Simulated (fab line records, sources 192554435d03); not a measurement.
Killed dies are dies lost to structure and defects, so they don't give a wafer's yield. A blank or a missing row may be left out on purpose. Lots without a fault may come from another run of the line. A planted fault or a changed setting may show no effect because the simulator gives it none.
fab line records | flow n5_finfet
record lots=10 wafers=28 last_day=19
route steps=1938 shown BEOL_M4@1111 BEOL_M12@1622 PASSIVATION@1936
lots that met no fault: from a run of the same line without faults
start_h: hours from the record's first day to the start of the lot's first wafer shown | wait_h: hours since the lot's step before | " the same as in the row above | L1.1+2: a row that stands for several wafers | - no value, or no start given | * or withheld: withheld | < > ~ a bound
route shown NAME@n: a module of which the file shows steps, and the number in the route of the first | usual: mean/standard deviation of fault-free wafers | same: alike in all rows | chamber/n: place in a boat | sites: the reading at each site | _std_site: their standard deviation | _edge_site: outer sites' mean less inner sites' | radius_mm: how far each site lies from the wafer's centre | mask NAME#n: copy n | behind: the tool/chamber that last shaped the wafer | hold: why the lot was held/for how many hours/how that ended | device: the transistor (n, p or np) that didn't switch | end of line: the same wafers' tests at the end of the route | a step without rows: its recipe alone | killed: dies lost to structure and defects at the first sort, not the wafer's yield | map: a wafer's dies, x killed, . not, _ none there
set.NAME: the setting as run; set.NAME@STEP: as run at that earlier step | model.NAME: the simulator's own value behind a step, which no gauge read
steps of the route over a sample of lots; a table a step, a row a wafer
services: from which hour (start_h, from the record's first day; less than 0 if before it) a tool's chamber was out of use, for how many hours, and why
## steps
# step N5_BEOL_M4_RC_MEAS_101
# usual DIBL_N=36.0/2.2 DIBL_P=36.2/2.4 IOFF_N=0.16/0.035 IOFF_P=0.21/0.037 ION_N=672/13 ION_P=461/7 SS_N=71.4/0.69 SS_P=73.2/0.75 VT_N=250/3.4 VT_P=-251/3
# columns lot.wafer tool chamber start_h wait_h DIBL_N[mV/V] DIBL_P[mV/V] IOFF_N[nA/um] IOFF_P[nA/um] ION_N[uA/um] ION_P[uA/um] SS_N[mV/dec] SS_P[mV/dec] VT_N[mV] VT_P[mV]
L506.2 prober-01 0 202.54 0.2 38.5 37.1 0.18 0.22 671 458 72.7 73.8 247 -250
L506.3 " 0 " " 39.2 37.9 0.21 0.24 679 458 71.8 73.9 248 -246
L504.1 prober-01 0 205.02 0.0 33.9 34.2 0.12 0.17 659 451 71.3 73.7 252 -257
L504.3 " 0 " " 35.4 35.7 0.16 0.19 677 457 71.1 73.4 250 -253
L504.5 " 0 " " 35.7 36.5 0.17 0.21 694 467 70.8 73.6 246 -252
L505.1 prober-02 0 207.70 0.0 33.4 33.8 0.13 0.17 678 460 70.8 72.1 252 -251
L505.4 " 0 " " 30.8 32.2 0.10 0.16 659 462 70.2 72.1 257 -254
L505.6 " 0 " " 33.7 34.7 0.14 0.19 679 465 70.8 72.4 249 -253
L510.1 prober-01 0 235.09 0.0 35.2 34.8 0.14 0.18 665 455 71.1 72.2 253 -255
L510.3 " 0 " " 32.3 32.9 0.11 0.16 655 454 70.3 71.8 254 -252
L510.4 " 0 " " 35.6 36.0 0.14 0.19 667 461 71.0 72.8 251 -254
L509.2 prober-02 0 236.88 0.2 37.0 39.5 0.18 0.26 667 465 72.0 74.1 252 -250
L509.3 " 0 " " 36.6 38.0 0.17 0.23 674 460 71.6 74.1 248 -251
L509.5 " 0 " " 34.1 35.2 0.13 0.19 660 463 71.6 72.9 254 -254
L519.2 prober-02 0 299.60 0.2 35.1 36.3 0.15 0.22 664 461 71.1 73.1 248 -250
L519.3 " 0 " " 35.3 35.5 0.15 0.19 677 457 70.9 73.1 251 -252
L519.5 " 0 " " 35.8 37.0 0.16 0.23 677 463 71.8 73.0 250 -248
L520.1 prober-02 0 303.93 0.0 34.0 34.4 0.13 0.17 664 454 71.3 72.1 252 -252
L520.6 " 0 " " 34.9 34.8 0.14 0.18 663 455 72.2 72.4 252 -253
L522.2 prober-01 0 304.76 0.2 40.9 41.1 0.26 0.30 700 476 72.6 75.2 243 -247
L522.3 " 0 " " 38.3 37.2 0.18 0.23 689 466 71.8 73.6 249 -251
L522.6 " 0 " " 38.9 38.2 0.20 0.24 691 462 71.8 74.7 249 -249
L526.3 prober-02 0 338.34 0.3 37.0 38.6 0.19 0.23 689 460 71.7 74.1 247 -250
L526.4 " 0 " " 37.4 39.4 0.20 0.23 696 470 72.3 73.4 247 -251
L526.5 " 0 " " 35.2 37.4 0.17 0.21 681 468 71.6 73.8 250 -251
L527.1 prober-01 0 341.10 0.0 36.0 35.5 0.14 0.20 676 466 70.8 73.0 251 -249
L527.3 " 0 " " 37.5 37.4 0.18 0.24 682 473 71.7 73.2 249 -247
L527.4 " 0 " " 36.2 36.2 0.16 0.21 678 466 71.3 73.0 250 -248
# step N5_BEOL_M12_CD_MEAS_17
# recipe target_cd_nm=140 polarity=opening
# usual cd_nm=140.6/2
# columns lot.wafer tool chamber start_h wait_h cd_nm
L506.2 cd_sem-01 - 266.80 0.0 138.7
L506.3 " - " " 140.9
L504.1 cd_sem-01 - 271.98 0.0 141.5
L504.3 " - " " 140.5
L504.5 " - " " 140.6
L505.1 cd_sem-02 - 275.03 0.0 138.8
L505.4 " - " " 141.9
L505.6 " - " " 144.2
L510.1 cd_sem-02 - 301.17 0.0 132.9
L510.3 " - " " 139.4
L510.4 " - " " 138.7
L509.2 cd_sem-02 - 301.32 0.0 144.5
L509.3 " - " " 143.5
L509.5 " - " " 142.9
L519.2 cd_sem-02 - 373.37 0.0 136.7
L519.3 " - " " 141.3
L519.5 " - " " 141.6
L520.1 cd_sem-01 - 373.75 0.0 142.0
L520.6 " - " " 141.8
L522.2 cd_sem-03 - 374.55 0.0 141.0
L522.3 " - " " 140.2
L522.6 " - " " 139.8
L527.1 cd_sem-01 - 404.98 0.0 142.0
L527.3 " - " " 141.1
L527.4 " - " " 142.4
L526.3 cd_sem-03 - 409.62 0.0 141.6
L526.4 " - " " 141.0
L526.5 " - " " 141.8
# step N5_BEOL_M12_CD_MEAS_28
# recipe target_cd_nm=160.2 landing_energy_ev=500 detector=se_inlens polarity=opening
# usual cd_nm=160.1/1.5
# columns lot.wafer tool chamber start_h wait_h cd_nm
L506.2 cd_sem-02 0 267.13 - 160.3
L506.3 " 0 " " 158.4
L504.1 cd_sem-01 0 272.30 - 159.0
L504.3 " 0 " " 160.8
L504.5 " 0 " " 157.8
L505.1 cd_sem-02 0 275.48 - 160.1
L505.4 " 0 " " 159.0
L505.6 " 0 " " 161.0
L510.1 cd_sem-03 0 301.50 - 161.9
L510.3 " 0 " " 159.3
L510.4 " 0 " " 160.1
L509.2 cd_sem-03 0 301.77 - 160.7
L509.3 " 0 " " 161.8
L509.5 " 0 " " 160.8
L519.2 cd_sem-03 0 373.69 - 160.4
L519.3 " 0 " " 159.4
L519.5 " 0 " " 160.4
L520.1 cd_sem-02 0 374.08 - 159.6
L520.6 " 0 " " 161.0
L522.2 cd_sem-01 0 375.00 - 158.2
L522.3 " 0 " " 160.0
L522.6 " 0 " " 159.7
L527.1 cd_sem-02 0 405.44 - 160.8
L527.3 " 0 " " 160.6
L527.4 " 0 " " 162.5
L526.3 cd_sem-01 0 409.94 - 160.0
L526.4 " 0 " " 158.0
L526.5 " 0 " " 158.5
# step N5_BEOL_M12_SPUTTER_44
# recipe material=Ta target_thk_a=100 temp_c=50 bias_v=80 power_w=15000 chamber_pressure_pa=0.07 time_s=16.13
# usual bias_v=80.2/0.79 cathode_dc_power_W=15000/2.7 throttle_valve_pct=30.0/1.2
# columns lot.wafer tool chamber start_h wait_h bias_v cathode_dc_power_W throttle_valve_pct
L506.2 pvd_sputter-02 - 270.32 0.0 79.4 15000 28.9
L506.3 " - " " 80.2 14996 29.5
L504.1 pvd_sputter-01 - 275.08 0.0 79.4 15000 31.8
L504.3 " - " " 80.1 15005 31.8
L504.5 " - " " 80.6 15005 30.6
L505.1 pvd_sputter-02 - 278.99 0.0 80.3 15001 29.7
L505.4 " - " " 80.1 15001 28.8
L505.6 " - " " 79.7 14996 28.8
L510.1 pvd_sputter-02 - 303.08 0.0 - - -
L510.3 " - " " - - -
L510.4 " - " " - - -
L509.2 pvd_sputter-02 - 303.44 0.0 - - -
L509.3 " - " " - - -
L509.5 " - " " - - -
L519.2 pvd_sputter-02 - 375.30 0.0 79.5 15006 30.2
L519.3 " - " " 81.0 14997 29.5
L519.5 " - " " 79.2 15003 28.6
L520.1 pvd_sputter-03 - 376.85 0.0 79.9 14999 30.1
L520.6 " - " " 80.3 14995 28.3
L522.2 pvd_sputter-03 - 377.31 0.0 81.0 15003 29.9
L522.3 " - " " 79.4 15003 29.4
L522.6 " - " " 81.8 14997 28.4
L527.1 pvd_sputter-01 - 406.66 0.0 77.9 14999 30.4
L527.3 " - " " 81.4 15000 31.4
L527.4 " - " " 81.5 14999 31.7
L526.3 pvd_sputter-03 - 413.52 0.0 79.9 15000 28.4
L526.4 " - " " 80.7 15002 30.6
L526.5 " - " " 79.9 15001 28.0
# step N5_BEOL_M12_ANNEAL_48
# recipe temp_c=225 time_s=90 ambient=N2
# usual wafer_temp_C_max=226.08/0.25
# columns lot.wafer tool chamber start_h wait_h wafer_temp_C_max
L506.2 rtp_anneal-01 0 270.78 0.2 225.91
L506.3 " 0 " " 226.06
L504.1 rtp_anneal-01 0 275.42 0.1 226.28
L504.3 " 0 " " 226.10
L504.5 " 0 " " 226.28
L505.1 rtp_anneal-02 0 279.50 0.3 226.09
L505.4 " 0 " " 225.72
L505.6 " 0 " " 226.05
L510.1 rtp_anneal-01 0 303.42 0.1 225.73
L510.3 " 0 " " 226.01
L510.4 " 0 " " 225.69
L509.2 rtp_anneal-02 0 303.94 0.3 226.44
L509.3 " 0 " " 226.12
L509.5 " 0 " " 226.22
L519.2 rtp_anneal-02 0 375.85 0.3 225.80
L519.3 " 0 " " 226.00
L519.5 " 0 " " 226.06
L520.1 rtp_anneal-02 0 377.79 0.7 226.66
L520.6 " 0 " " 225.92
L522.2 rtp_anneal-02 0 378.10 0.6 226.09
L522.3 " 0 " " 226.32
L522.6 " 0 " " 226.25
L527.1 rtp_anneal-02 0 407.00 0.1 226.35
L527.3 " 0 " " 225.98
L527.4 " 0 " " 226.09
L526.3 rtp_anneal-01 0 413.95 0.2 225.80
L526.4 " 0 " " 225.90
L526.5 " 0 " " 225.83
# step N5_BEOL_M12_CMP_49
# recipe stop_on=SiOC t_overpolish_s=20.6 down_force_psi=1 platen_rpm=50 clearing_platen_down_force_psi=1.5 clearing_platen_rpm=50 post_cmp_clean=cu_alkaline target_thk_nm=320 clearing_platen_pad_velocity_m_s=0.99484 pad_velocity_m_s=0.99484
# usual barrier_field_endpoint_s=30.0/0.99 motor_current_A=5.9/0.57 slurry_flow_ml_min=149.9/0.46
# columns lot.wafer tool chamber start_h wait_h barrier_field_endpoint_s motor_current_A slurry_flow_ml_min
L506.2 cmp-03 0 271.11 0.3 29.3 6.0 149.4
L506.3 " 1 " " 30.1 5.7 149.5
L504.1 cmp-04 0 275.72 0.3 28.8 7.1 150.2
L504.3 " 1 " " 28.8 6.1 149.6
L504.5 " 0 " " 28.7 7.2 150.2
L505.4 cmp-02 3 279.84 0.2 27.6 5.6 150.7
L505.1 " 1 " " 29.9 6.8 150.2
L505.6 " 2 " " 28.0 5.3 149.7
L510.3 cmp-04 2 303.71 0.2 17.7 6.3 149.5
L510.1 " 3 " " 17.7 5.4 149.4
L510.4 " 0 " " 17.6 7.0 150.1
L509.3 cmp-03 3 304.25 0.2 18.7 5.4 149.4
L509.2 " 0 " " 18.2 5.7 149.4
L509.5 " 3 " " 18.3 5.5 149.9
L519.2 cmp-04 0 376.10 0.2 28.3 7.3 150.0
L519.3 " 3 " " 30.1 5.9 150.0
L519.5 " 0 " " 28.4 7.0 150.0
L520.1 cmp-04 0 378.16 0.3 28.9 7.2 149.9
L520.6 " 2 " " 30.2 6.3 149.5
L522.2 cmp-02 3 378.37 0.2 31.4 5.4 150.1
L522.3 " 1 " " 33.0 6.4 149.7
L522.6 " 0 " " 31.0 5.1 150.3
L527.4 cmp-03 3 407.30 0.1 29.6 5.8 150.3
L527.1 " 1 " " 29.6 5.7 149.8
L527.3 " 2 " " 29.5 5.3 150.1
L526.4 cmp-02 3 414.23 0.2 30.6 5.2 149.4
L526.3 " 0 " " 30.4 5.1 150.1
L526.5 " 2 " " 30.6 5.5 150.3
# step N5_PASSIVATION_PROBE_49
# usual defect_limited_yield=91.2/1.4 killed_at_M0_to_M3=34/9.4 killed_at_M4_up=14/5.6 killed_at_contacts=13/7.8 killed_at_front_end=37/10 killed_at_other=4/3.3 killed_dies=103/17 killed_on_rim=14/3.5 killed_open=68/13 killed_short=33/8.2 sort_bin_5_function=5.1/0.92 sort_bin_6_memory=3.3/0.71 sort_bin_8_speed=0.01/0.043 sort_n_pass=1077/17 sort_yield_pct=91.2/1.4
# same gross_dies=1180 killed_at_back_side=0 sort_bin_4_leakage[%]=0
# columns lot.wafer tool chamber start_h wait_h defect_limited_yield[%] killed_at_M0_to_M3 killed_at_M4_up killed_at_contacts killed_at_front_end killed_at_other killed_dies killed_on_rim killed_open killed_short sort_bin_5_function[%] sort_bin_6_memory[%] sort_bin_8_speed[%] sort_n_pass sort_yield_pct[%]
L510.1 prober-01 - 338.14 0.0 81.1 52 123 7 40 1 223 23 87 32 14.3 4.3 0 957 81.1
L510.3 prober-01 - 338.24 0.1 82.4 52 113 6 32 5 208 60 71 42 13.6 3.6 0 972 82.4
L510.4 prober-01 - 338.29 0.2 81.1 51 125 6 40 1 223 17 79 32 14.6 4.1 0 957 81.1
L509.2 prober-01 - 342.62 0.1 79.7 26 134 20 59 1 240 71 86 42 16.2 4.0 0 940 79.7
L509.3 prober-01 - 342.67 0.1 82.3 19 130 18 42 0 209 12 75 25 14.2 3.1 0 971 82.3
L509.5 prober-01 - 342.77 0.2 80.3 23 147 17 42 3 232 12 67 36 15.4 4.1 0 948 80.3
L522.2 prober-02 - 412.89 0.1 91.3 32 20 20 27 4 103 11 73 29 5.0 3.6 0 1077 91.3
L522.3 prober-02 - 412.94 0.1 88.6 50 11 19 48 7 135 15 89 46 6.6 4.3 0 1045 88.6
L522.6 prober-02 - 413.09 0.3 91.7 26 17 10 44 1 98 11 60 35 5.1 2.5 0 1082 91.7
# killed by level:class
L510.1 BEOL_M12:area_sputter=103 BEOL_M2:geometric_particle:open=18 STI_FIN_REVEAL:geometric_particle:open=17 BEOL_M4:geometric_particle:open=13 BEOL_M0_SAQP:geometric_particle:open=11 STI_FIN_REVEAL:geometric_particle:short=9 MOL_CONTACT_COAG:geometric_particle:open=6 BEOL_M2:geometric_particle:short=6
L510.3 BEOL_M12:area_sputter=95 BEOL_M4:geometric_particle:open=13 BEOL_M0_SAQP:geometric_particle:open=10 BEOL_M3:geometric_particle:open=9 BEOL_M0_SAQP:geometric_particle:short=8 BEOL_M1:geometric_particle:open=8 BEOL_M2:geometric_particle:open=8 FIN_SAQP:geometric_particle:short=6
L510.4 BEOL_M12:area_sputter=112 STI_FIN_REVEAL:geometric_particle:open=18 BEOL_M2:geometric_particle:open=13 FIN_SAQP:geometric_particle:open=11 BEOL_M1:geometric_particle:open=10 BEOL_M2:geometric_particle:short=8 BEOL_M3:geometric_particle:open=7 BEOL_M4:geometric_particle:open=6
L509.2 BEOL_M12:area_sputter=109 FIN_SAQP:geometric_particle:short=20 MOL_CONTACT_COAG:geometric_particle:open=17 BEOL_M4:geometric_particle:open=13 FIN_SAQP:geometric_particle:open=12 STI_FIN_REVEAL:geometric_particle:open=9 BEOL_M2:geometric_particle:open=8 BEOL_M3:geometric_particle:open=7
L509.3 BEOL_M12:area_sputter=106 FIN_SAQP:geometric_particle:open=14 MOL_CONTACT_COAG:geometric_particle:open=14 BEOL_M4:geometric_particle:open=11 BEOL_M2:geometric_particle:open=10 FIN_SAQP:geometric_particle:short=9 STI_FIN_REVEAL:geometric_particle:open=5 BEOL_M8:geometric_particle:open=3
L509.5 BEOL_M12:area_sputter=123 STI_FIN_REVEAL:geometric_particle:open=16 MOL_CONTACT_COAG:geometric_particle:open=12 BEOL_M4:geometric_particle:open=10 FIN_SAQP:geometric_particle:short=5 FIN_SAQP:geometric_particle:open=5 STI_FIN_REVEAL:geometric_particle:short=5 MOL_CONTACT_COAG:geometric_particle:short=5
L522.2 MOL_CONTACT_COAG:geometric_particle:open=17 BEOL_M4:geometric_particle:open=12 BEOL_M3:geometric_particle:open=11 BEOL_M0_SAQP:geometric_particle:short=7 STI_FIN_REVEAL:geometric_particle:open=6 BEOL_M0_SAQP:geometric_particle:open=5 ILD0:geometric_particle:open=4 BEOL_M2:geometric_particle:short=4
L522.3 FIN_SAQP:geometric_particle:open=19 MOL_CONTACT_COAG:geometric_particle:open=15 FIN_SAQP:geometric_particle:short=14 BEOL_M0_SAQP:geometric_particle:short=14 BEOL_M0_SAQP:geometric_particle:open=12 BEOL_M3:geometric_particle:open=11 BEOL_M4:geometric_particle:open=8 PASS1_CAP:geometric_particle:open=5
L522.6 BEOL_M0_SAQP:geometric_particle:open=13 GATE_CUT:geometric_particle:short=10 BEOL_M4:geometric_particle:open=10 MOL_CONTACT_COAG:geometric_particle:open=8 FIN_SAQP:geometric_particle:short=7 FIN_SAQP:geometric_particle:open=5 STI_FIN_REVEAL:geometric_particle:open=4 BEOL_M3:geometric_particle:open=4
## services
# columns tool chamber start_h hours kind
cmp-04 - 247.92 6.8 repair
cmp-03 - 248.25 0.3 repair
cmp-04 - 255.67 2.2 repair
cmp-02 - 264.02 0.6 repair
cmp-02 - 266.06 5.0 pm
cmp-02 - 274.28 1.9 repair
cmp-03 - 290.81 6.8 pm
cmp-03 - 320.15 1.3 repair
cmp-04 - 323.67 4.0 pm
cmp-04 - 327.67 - consumable_replace:conditioner
cmp-04 - 327.67 - consumable_replace:pad
cmp-02 - 338.31 0.5 repair
cmp-03 - 355.18 6.8 pm
cmp-03 - 368.57 0.9 repair
## key
first_sign step=N5_BEOL_M12_SPUTTER_44 reading=tool_record direction=missing
effect step=N5_BEOL_M12_CMP_49 reading=barrier_field_endpoint_s direction=down sigmas=12 usual=30.0 struck=18.0
effect step=N5_PASSIVATION_PROBE_49 reading=killed_at_M4_up direction=up sigmas=20 usual=14 struck=129
more_kills_born_at N5_BEOL_M12_SPUTTER_44@pvd_sputter-02=650
met_at N5_BEOL_M12_SPUTTER_44
struck_lots L509,L510
not_acting_at N5_BEOL_M12_CD_MEAS_17,N5_BEOL_M12_CD_MEAS_28,N5_BEOL_M12_ANNEAL_48
onset_between 278.99 303.08
fault kind=skipped_step_whole tool=pvd_sputter-02 chamber=- onset_h=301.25 steps=N5_BEOL_M12_SPUTTER_44 scope=struck_lots_only
